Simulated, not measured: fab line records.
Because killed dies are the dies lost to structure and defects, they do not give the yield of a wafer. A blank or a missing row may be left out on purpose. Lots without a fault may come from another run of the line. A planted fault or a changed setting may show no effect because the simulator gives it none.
Chamber matching | flow nand-harc | cmp-02 running NHARC_A_CHANNEL_FILL_D1_CMP_10: 4 sister chambers
The step polishes, target thk 150 nm. 4 wafers are shown with their chamber, then 7 later ones without.

## EACH WAFER AND ITS CHAMBER
wafer  | chamber | motor-current-A (A)
L085.5 | 0       | 11.5
L085.6 | 3       | 13.5
L089.2 | 2       | 11.8
L089.5 | 1       | 12.6

## WAFERS WITH NO CHAMBER GIVEN
wafer  | motor-current-A (A)
L089.6 | 11.5
L092.1 | 11.9
L092.4 | 13.8
L092.5 | 11.9
L093.1 | 14.2
L093.2 | 11.8
L093.4 | 11.4

## EACH ONE'S CHAMBER
wafer  | from the rows above     | in truth
L089.6 | can't be placed: 0 or 2 | 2
L092.1 | can't be placed: 2 or 0 | 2
L092.4 | 3                       | 3
L092.5 | can't be placed: 2 or 0 | 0
L093.1 | 3                       | 3
L093.2 | can't be placed: 2 or 0 | 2
L093.4 | can't be placed: 0 or 2 | 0
Placed correctly: 2 of 7. From these rows, 5 cannot be placed; in 5 the true chamber is one of the candidates. Placed wrongly: 0.
How it was worked out, from the rows above alone: a wafer's distance from a chamber is the root of the sum, over the readings, of the square of ((its reading less the chamber's mean) divided by the reading's scatter). If the next closest chamber is less than 2 further off than the closest, the wafer can't be placed; otherwise it belongs to the closest. A chamber's mean is the mean of its shown wafers. The scatter: with one shown wafer a chamber, the root of the mean of the squares of how far each hidden wafer lies from its nearest shown one.
